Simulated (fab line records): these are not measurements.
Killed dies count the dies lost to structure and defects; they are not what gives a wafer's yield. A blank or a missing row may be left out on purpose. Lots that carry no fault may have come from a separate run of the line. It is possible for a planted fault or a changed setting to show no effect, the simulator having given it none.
fab line records	flow nandHarc
[record] lots = 14	wafers = 42	lastDay = 34
route steps=1302 shown A_BLC@1118 A_M0@1144
lots that met no fault: taken from a fault-free run of the same line
startH: start of the lot's first displayed wafer, in hours after the record's first day	waitH: hours from the lot's prior step to this one	" as in the row above	L1.1+2: a single row standing in for several wafers	- no value, or no start was given	* or withheld: withheld	< > ~ a bound
route shown NAME@n: a module of which the file shows steps, and the number in the route of the first	usual: the fault-free wafers' mean and standard deviation	same: alike in all rows	chamber/n: place in a boat	sites: each site's reading	_std_site: how widely they spread, as a standard deviation	_edge_site: the outer-site mean with the inner-site mean subtracted	radiusMm: how far each site lies from the wafer's centre	mask NAME#n: copy n	behind: the tool/chamber that last shaped the wafer	hold: why the lot was held/for how many hours/how that ended	device: which transistor (n, p or np) failed to switch	end of line: at the end of the route, the tests of the same wafers	a step given without rows: its recipe and nothing more	killed: dies that structure and defects cost at the first sort, which is not the same as the wafer's yield	map: dies across one wafer; x = killed, . = not, _ = none there
set.NAME: setting as actually run; set.NAME@STEP: the setting as run at that earlier step	model.NAME: the simulator's own value behind a step, which no gauge read
route steps across a sampled set of lots; one table per step, one row per wafer
services: the hour from which a tool's chamber was out of use, counted from the record's first day as startH (under 0 if before that day), plus the number of hours and why
[[steps]]
[step NHARC_A_BLC_OVL_MEAS_11]
[usual] overlayXNm = 0.2/0.74	overlayYNm = 0.1/0.76
lot.wafer	tool	chamber	startH	waitH	overlayXNm	overlayYNm
L996.4	overlay-01	-	533.85	-	-0.1	0.3
L996.5	"	-	"	"	0.3	0.4
L996.6	"	-	"	"	0.1	0.0
L994.1	overlay-01	-	534.50	-	0.2	0.3
L994.2	"	-	"	"	0.5	-0.1
L994.4	"	-	"	"	0.2	0.3
L995.3	overlay-01	-	537.34	-	0.0	-0.3
L995.5	"	-	"	"	0.2	0.2
L995.6	"	-	"	"	-0.3	-0.5
L997.1	overlay-01	-	544.50	-	-0.4	-1.3
L997.2	"	-	"	"	-1.1	-0.5
L997.3	"	-	"	"	-0.6	-0.7
L998.1	overlay-02	-	569.88	-	-0.6	-0.3
L998.2	"	-	"	"	-0.6	0.1
L998.4	"	-	"	"	-0.7	-0.1
L999.2	overlay-01	-	572.81	-	0.3	0.8
L999.5	"	-	"	"	-0.3	0.2
L999.6	"	-	"	"	-0.2	0.2
L100.3	overlay-02	-	595.27	-	0.4	-0.3
L100.4	"	-	"	"	0.1	-0.6
L100.5	"	-	"	"	-0.5	-0.5
L102.1	overlay-01	-	620.20	-	1.5	1.0
L102.4	"	-	"	"	1.5	0.8
L102.5	"	-	"	"	1.8	1.0
L103.2	overlay-02	-	620.91	-	-0.3	-1.5
L103.3	"	-	"	"	-0.4	-0.7
L103.4	"	-	"	"	-0.3	-1.3
L111.1	overlay-01	-	690.52	-	0.1	0.2
L111.2	"	-	"	"	0.2	0.3
L111.3	"	-	"	"	0.6	0.1
L110.1	overlay-01	-	692.58	-	0.4	1.7
L110.2	"	-	"	"	-0.1	1.2
L110.6	"	-	"	"	-0.2	1.2
L112.1	overlay-02	-	707.01	-	-1.6	-0.5
L112.4	"	-	"	"	-0.7	-0.4
L112.5	"	-	"	"	-0.8	-0.3
L114.2	overlay-01	-	723.23	-	2.3	-0.4
L114.3	"	-	"	"	1.8	-0.4
L114.5	"	-	"	"	1.9	-1.3
L117.1	overlay-02	-	761.77	-	-0.7	0.4
L117.3	"	-	"	"	-0.3	-0.3
L117.4	"	-	"	"	0.0	-0.2
[step NHARC_A_BLC_CMP_25]
[recipe] tOverpolishS = 30	targetThkNm = 150
[usual] motorCurrentA = 11.6/0.92	overpolishRunS = 30.001/0.0086	timeToEndpointS = 29.7/2.5
lot.wafer	tool	chamber	startH	waitH	motorCurrentA	overpolishRunS	timeToEndpointS
L996.4	cmp-04	1	536.57	0.4	12.5	30.002	29.0
L996.6	"	3	"	"	11.6	30.012	27.0
L996.5	"	0	"	"	11.8	29.993	36.3
L994.1	cmp-02	2	537.16	0.5	11.5	29.997	26.0
L994.2	"	0	"	"	12.4	30.022	29.2
L994.4	"	1	"	"	10.0	29.993	26.2
L995.3	cmp-01	0	540.41	0.4	11.6	29.991	32.8
L995.6	"	1	"	"	10.7	29.996	29.2
L995.5	"	2	"	"	11.6	30.007	31.0
L997.2	cmp-02	3	547.13	0.4	10.9	30.010	33.6
L997.1	"	0	"	"	13.0	30.013	33.5
L997.3	"	1	"	"	10.3	30.003	33.0
L998.1	cmp-04	0	572.58	0.4	11.9	29.993	31.3
L998.2	"	1	"	"	12.6	30.004	25.9
L998.4	"	2	"	"	13.8	30.000	30.2
L999.2	cmp-02	1	575.50	0.5	10.0	30.011	29.2
L999.5	"	3	"	"	11.2	29.998	32.4
L999.6	"	0	"	"	12.7	30.011	30.9
L100.3	cmp-01	3	597.92	0.3	11.7	30.001	28.5
L100.4	"	1	"	"	10.6	29.999	28.7
L100.5	"	3	"	"	12.4	29.998	28.2
L102.4	cmp-04	1	622.85	0.3	13.4	30.008	29.6
L102.1	"	3	"	"	12.3	30.006	26.0
L102.5	"	0	"	"	11.5	30.003	34.3
L103.3	cmp-01	3	623.54	0.2	12.1	29.987	27.6
L103.4	"	1	"	"	10.7	29.993	29.5
L103.2	"	2	"	"	11.0	30.012	29.1
L111.2	cmp-04	1	693.16	0.4	13.0	30.007	29.0
L111.1	"	2	"	"	13.4	29.994	30.9
L111.3	"	0	"	"	11.6	30.012	33.8
L110.1	cmp-04	0	695.24	0.5	12.8	29.999	33.8
L110.2	"	2	"	"	13.9	29.992	27.8
L110.6	"	0	"	"	11.8	30.003	33.5
L112.1	cmp-01	0	709.77	0.5	11.9	30.007	30.1
L112.4	"	1	"	"	10.7	29.987	27.7
L112.5	"	3	"	"	12.8	30.000	28.0
L114.2	cmp-01	2	726.30	0.7	10.8	29.993	34.5
L114.3	"	0	"	"	10.9	30.015	33.0
L114.5	"	3	"	"	12.3	30.024	29.8
L117.3	cmp-01	0	764.47	0.3	11.3	29.995	31.5
L117.4	"	2	"	"	11.8	29.986	30.9
L117.1	"	3	"	"	12.1	30.000	30.5
[step NHARC_A_M0_EXPOSE_06]
[recipe] na = 1.35	targetCdNm = 80	doseMj = 83.25	maskId = A_M0
[usual] exposureDoseMJCm2 = 83.14/0.085
lot.wafer	tool	chamber	startH	waitH	mask	exposureDoseMJCm2
L996.4	arfiScanner-02	0	537.69	-	A_M0#0	83.19
L996.5	"	0	"	"	A_M0#0	83.16
L996.6	"	0	"	"	A_M0#0	83.20
L994.1	arfiScanner-01	0	538.32	-	A_M0#0	83.17
L994.2	"	0	"	"	A_M0#0	83.17
L994.4	"	0	"	"	A_M0#0	83.05
L995.3	arfiScanner-01	0	541.39	-	A_M0#0	83.02
L995.5	"	0	"	"	A_M0#0	83.07
L995.6	"	0	"	"	A_M0#0	83.12
L997.1	arfiScanner-01	0	548.17	-	A_M0#0	83.22
L997.2	"	0	"	"	A_M0#0	83.04
L997.3	"	0	"	"	A_M0#0	83.11
L998.1	arfiScanner-03	0	573.88	-	A_M0#0	83.22
L998.2	"	0	"	"	A_M0#0	83.36
L998.4	"	0	"	"	A_M0#0	83.31
L999.2	arfiScanner-02	0	576.61	-	A_M0#0	83.27
L999.5	"	0	"	"	A_M0#0	83.30
L999.6	"	0	"	"	A_M0#0	83.16
L100.3	arfiScanner-02	0	598.96	-	A_M0#0	83.20
L100.4	"	0	"	"	A_M0#0	83.14
L100.5	"	0	"	"	A_M0#0	83.02
L102.1	arfiScanner-03	0	623.98	-	A_M0#0	83.16
L102.4	"	0	"	"	A_M0#0	83.06
L102.5	"	0	"	"	A_M0#0	83.04
L103.2	arfiScanner-01	0	624.70	-	A_M0#0	82.96
L103.3	"	0	"	"	A_M0#0	83.03
L103.4	"	0	"	"	A_M0#0	83.05
L111.1	arfiScanner-01	0	694.20	-	A_M0#0	83.07
L111.2	"	0	"	"	A_M0#0	83.05
L111.3	"	0	"	"	A_M0#0	83.04
L110.1	arfiScanner-02	0	696.39	-	A_M0#0	123.23
L110.2	"	0	"	"	A_M0#0	123.46
L110.6	"	0	"	"	A_M0#0	123.35
L112.1	arfiScanner-02	0	710.79	-	A_M0#0	115.25
L112.4	"	0	"	"	A_M0#0	115.21
L112.5	"	0	"	"	A_M0#0	115.23
L114.2	arfiScanner-03	0	727.46	-	A_M0#0	83.18
L114.3	"	0	"	"	A_M0#0	83.10
L114.5	"	0	"	"	A_M0#0	83.09
L117.1	arfiScanner-03	0	765.63	-	A_M0#0	83.21
L117.3	"	0	"	"	A_M0#0	83.06
L117.4	"	0	"	"	A_M0#0	83.15
[step NHARC_A_M0_CD_MEAS_09]
[recipe] targetCdNm = 80	landingEnergyEv = 500
[usual] cdNm = 80.0/0.63
lot.wafer	tool	chamber	startH	waitH	cdNm
L996.4	cdSem-02	0	537.83	-	79.9
L996.5	"	0	"	"	79.2
L996.6	"	0	"	"	80.4
L994.1	cdSem-02	0	538.47	-	79.7
L994.2	"	0	"	"	79.8
L994.4	"	0	"	"	80.2
L995.3	cdSem-01	0	541.53	-	80.1
L995.5	"	0	"	"	79.2
L995.6	"	0	"	"	80.5
L997.1	cdSem-01	0	548.31	-	79.6
L997.2	"	0	"	"	79.7
L997.3	"	0	"	"	79.7
L998.1	cdSem-01	0	574.02	-	80.0
L998.2	"	0	"	"	79.5
L998.4	"	0	"	"	79.9
L999.2	cdSem-01	0	576.76	-	79.8
L999.5	"	0	"	"	79.4
L999.6	"	0	"	"	79.8
L100.3	cdSem-03	0	599.11	-	80.4
L100.4	"	0	"	"	80.3
L100.5	"	0	"	"	79.3
L102.1	cdSem-03	0	624.12	-	80.7
L102.4	"	0	"	"	81.1
L102.5	"	0	"	"	80.4
L103.2	cdSem-02	0	624.84	-	79.1
L103.3	"	0	"	"	79.7
L103.4	"	0	"	"	80.8
L111.1	cdSem-03	0	694.34	-	80.2
L111.2	"	0	"	"	80.5
L111.3	"	0	"	"	79.8
L110.1	cdSem-03	0	696.53	-	105.2
L110.2	"	0	"	"	105.6
L110.6	"	0	"	"	105.1
L112.1	cdSem-01	0	710.93	-	100.5
L112.4	"	0	"	"	101.6
L112.5	"	0	"	"	101.8
L114.2	cdSem-03	0	727.60	-	80.1
L114.3	"	0	"	"	80.0
L114.5	"	0	"	"	80.3
L117.1	cdSem-02	0	765.77	-	79.5
L117.3	"	0	"	"	79.0
L117.4	"	0	"	"	79.2
[step NHARC_A_M0_OVL_MEAS_10]
[recipe] pitchNm = 160
[usual] overlayXNm = 0.1/0.94	overlayYNm = 0.0/0.72
lot.wafer	tool	chamber	startH	waitH	overlayXNm	overlayYNm
L996.4	overlay-01	-	537.91	-	1.2	1.1
L996.5	"	-	"	"	0.3	1.0
L996.6	"	-	"	"	0.6	1.1
L994.1	overlay-01	-	538.55	-	0.4	-0.2
L994.2	"	-	"	"	0.4	-1.0
L994.4	"	-	"	"	0.3	-0.1
L995.3	overlay-01	-	541.61	-	-0.6	-0.6
L995.5	"	-	"	"	-1.0	-1.1
L995.6	"	-	"	"	0.1	-0.5
L997.1	overlay-01	-	548.40	-	0.1	1.4
L997.2	"	-	"	"	0.3	0.3
L997.3	"	-	"	"	-0.1	0.6
L998.1	overlay-01	-	574.11	-	-1.8	0.5
L998.2	"	-	"	"	-2.3	0.1
L998.4	"	-	"	"	-1.6	0.7
L999.2	overlay-02	-	576.84	-	0.1	-1.1
L999.5	"	-	"	"	-0.1	-0.9
L999.6	"	-	"	"	0.0	-0.7
L100.3	overlay-01	-	599.19	-	0.2	-0.5
L100.4	"	-	"	"	0.3	-0.4
L100.5	"	-	"	"	0.1	0.3
L102.1	overlay-02	-	624.21	-	0.7	0.5
L102.4	"	-	"	"	0.2	0.8
L102.5	"	-	"	"	0.1	0.8
L103.2	overlay-01	-	624.92	-	0.8	-0.6
L103.3	"	-	"	"	0.8	-0.5
L103.4	"	-	"	"	1.3	0.6
L111.1	overlay-02	-	694.42	-	0.5	1.2
L111.2	"	-	"	"	0.0	0.8
L111.3	"	-	"	"	-0.3	1.1
L110.1	overlay-01	-	696.62	-	-0.2	-0.5
L110.2	"	-	"	"	-0.8	-0.9
L110.6	"	-	"	"	-0.7	-0.8
L112.1	overlay-01	-	711.01	-	0.1	-0.7
L112.4	"	-	"	"	0.0	-1.0
L112.5	"	-	"	"	-0.2	-0.4
L114.2	overlay-02	-	727.69	-	1.0	-0.3
L114.3	"	-	"	"	1.1	-1.0
L114.5	"	-	"	"	0.9	-0.9
L117.1	overlay-01	-	765.86	-	1.4	-1.5
L117.3	"	-	"	"	0.8	-1.2
L117.4	"	-	"	"	0.3	-1.4
[[services]]
tool	chamber	startH	hours	kind
cmp-04	-	514.40	0.7	repair
arfiScanner-02	-	516.55	2.6	repair
cmp-01	-	517.23	0.9	repair
arfiScanner-03	-	548.45	4.0	pm
cmp-01	-	550.78	0.2	repair
arfiScanner-01	-	557.76	0.4	repair
arfiScanner-01	-	566.44	2.3	repair
cmp-01	-	576.48	2.2	repair
arfiScanner-01	-	596.00	4.0	pm
cmp-04	-	604.00	4.0	pm
arfiScanner-03	-	605.32	3.1	repair
cmp-04	-	632.85	1.8	repair
arfiScanner-02	-	656.86	4.0	pm
arfiScanner-02	-	661.89	0.5	repair
cmp-01	-	676.64	4.0	pm
cmp-01	-	688.01	9.2	repair
cmp-04	-	702.00	4.0	pm
arfiScanner-03	-	720.45	4.0	pm
arfiScanner-02	-	725.61	3.6	repair
arfiScanner-02	-	730.36	0.8	repair
arfiScanner-01	-	745.87	1.6	repair
cmp-04	-	747.55	0.4	repair
cmp-01	-	753.14	2.8	repair
arfiScanner-03	-	754.37	1.0	repair
[[key]]
[firstSign] step = NHARC_A_M0_EXPOSE_06	reading = exposureDoseMJCm2	direction = up	sigmas = 99+	usual = 83.14	struck = 119.29
[effect] step = NHARC_A_M0_CD_MEAS_09	reading = cdNm	direction = up	sigmas = 37	usual = 80.0	struck = 103.3	through = controlLoop
metAt NHARC_A_M0_EXPOSE_06
struckLots L110,L112
laterRowsLeftOut L110.1,L110.2,L110.6,L112.1,L112.4,L112.5
sortLeftOut L110.1,L110.2,L110.6,L112.1,L112.4,L112.5
[loopTrim] step = NHARC_A_M0_EXPOSE_06	setting = dose	lots = L112
notActingAt NHARC_A_BLC_OVL_MEAS_11,NHARC_A_BLC_CMP_25,NHARC_A_M0_OVL_MEAS_10
onsetBetween 598.96 696.39
[fault] kind = processParameterDrift	tool = arfiScanner-02	chamber = -	onsetH = 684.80	steps = NHARC_A_M0_EXPOSE_06	channel = doseMj	offset = 40.098	shape = step	actsIn = theseRecipesOnly	stated = 83.25
// sortLeftOut: the simulated sort isn't trusted on such a fault, so these wafers' sort isn't shown, and their yield isn't known
// laterRowsLeftOut: the simulator's readings of these wafers behind a module that went badly wrong aren't trusted and aren't shown, but for the sort
// loopTrim: a control loop set the setting to another value than it would have without faults
